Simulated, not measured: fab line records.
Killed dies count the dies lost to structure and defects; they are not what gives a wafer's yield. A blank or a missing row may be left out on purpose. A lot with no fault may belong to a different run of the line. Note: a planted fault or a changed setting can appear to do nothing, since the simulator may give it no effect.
Chamber matching + flow n5_finfet + pecvd-01 running N5_BEOL_M3_PECVD_72: 3 sister chambers
The step deposits SiO2 from TEOS/O2, target thk 16 nm, time 18 s. 16 wafers are shown with their chamber, then 8 later ones without.

## WAFERS WITH THEIR CHAMBER
| wafer  | chamber | showerhead_plenum_p_Torr (Torr) | throttle_valve_pct (%) | heater_power_w (W) |
|--------|---------|---------------------------------|------------------------|--------------------|
| L076.1 | 0       | 8.89                            | 23.1                   | 775                |
| L076.3 | 2       | 8.82                            | 22.2                   | 685                |
| L076.5 | 2       | 8.81                            | 22.4                   | 692                |
| L083.2 | 0       | 8.87                            | 23.6                   | 748                |
| L083.5 | 0       | 8.87                            | 23.6                   | 753                |
| L083.6 | 1       | 8.74                            | 21.2                   | 695                |
| L085.2 | 0       | 8.86                            | 23.5                   | 846                |
| L085.3 | 0       | 8.91                            | 23.5                   | 861                |
| L085.5 | 1       | 8.71                            | 21.2                   | 786                |
| L087.2 | 2       | 8.80                            | 19.0                   | 726                |
| L087.3 | 1       | 8.73                            | 20.6                   | 766                |
| L087.5 | 2       | 8.79                            | 19.0                   | 735                |
| L089.1 | 1       | 8.74                            | 21.2                   | 805                |
| L089.2 | 2       | 8.81                            | 19.2                   | 726                |
| L089.5 | 0       | 8.86                            | 23.8                   | 829                |
| L095.2 | 2       | 8.80                            | 19.1                   | 624                |

SIGNATURES, as means of the wafers listed above
| reading                  | chamber 0 | chamber 1 | chamber 2 | scatter within a chamber |
|--------------------------|-----------|-----------|-----------|--------------------------|
| showerhead_plenum_p_Torr | 8.8767    | 8.7300    | 8.8050    | 0.0154                   |
| throttle_valve_pct       | 23.517    | 21.050    | 20.150    | 1.05                     |
| heater_power_w           | 802.00    | 763.00    | 698.00    | 46.2                     |
Rule: for each reading, subtract the chamber's mean from the wafer's reading, divide by that reading's scatter and square the result; add these up over the readings and take the root, which gives the wafer's distance from the chamber. If the next closest chamber is less than 2 further off than the closest, the wafer can't be placed; otherwise it belongs to the closest. The scatter: the root of (the sum of the squares of (reading less its chamber's mean) over the shown wafers, divided by (wafers less chambers)).

## WAFERS WITH NO CHAMBER GIVEN
| wafer  | showerhead_plenum_p_Torr (Torr) | throttle_valve_pct (%) | heater_power_w (W) |
|--------|---------------------------------|------------------------|--------------------|
| L095.3 | 8.75                            | 21.1                   | 760                |
| L095.4 | 8.80                            | 19.4                   | 614                |
| L094.2 | 8.82                            | 18.9                   | 676                |
| L094.4 | 8.73                            | 20.9                   | 799                |
| L094.5 | 8.80                            | 19.2                   | 664                |
| L096.2 | 8.80                            | 19.0                   | 692                |
| L096.3 | 8.81                            | 19.1                   | 715                |
| L096.6 | 8.73                            | 21.2                   | 812                |

## CHAMBER TAKEN BY EACH
| wafer  | from the rows above | in truth |
|--------|---------------------|----------|
| L095.3 | 1                   | 1        |
| L095.4 | 2                   | 2        |
| L094.2 | 2                   | 2        |
| L094.4 | 1                   | 1        |
| L094.5 | 2                   | 2        |
| L096.2 | 2                   | 2        |
| L096.3 | 2                   | 2        |
| L096.6 | 1                   | 1        |
Placed correctly: 8 of 8. Left unplaced by these rows: 0. Number placed wrongly: 0.
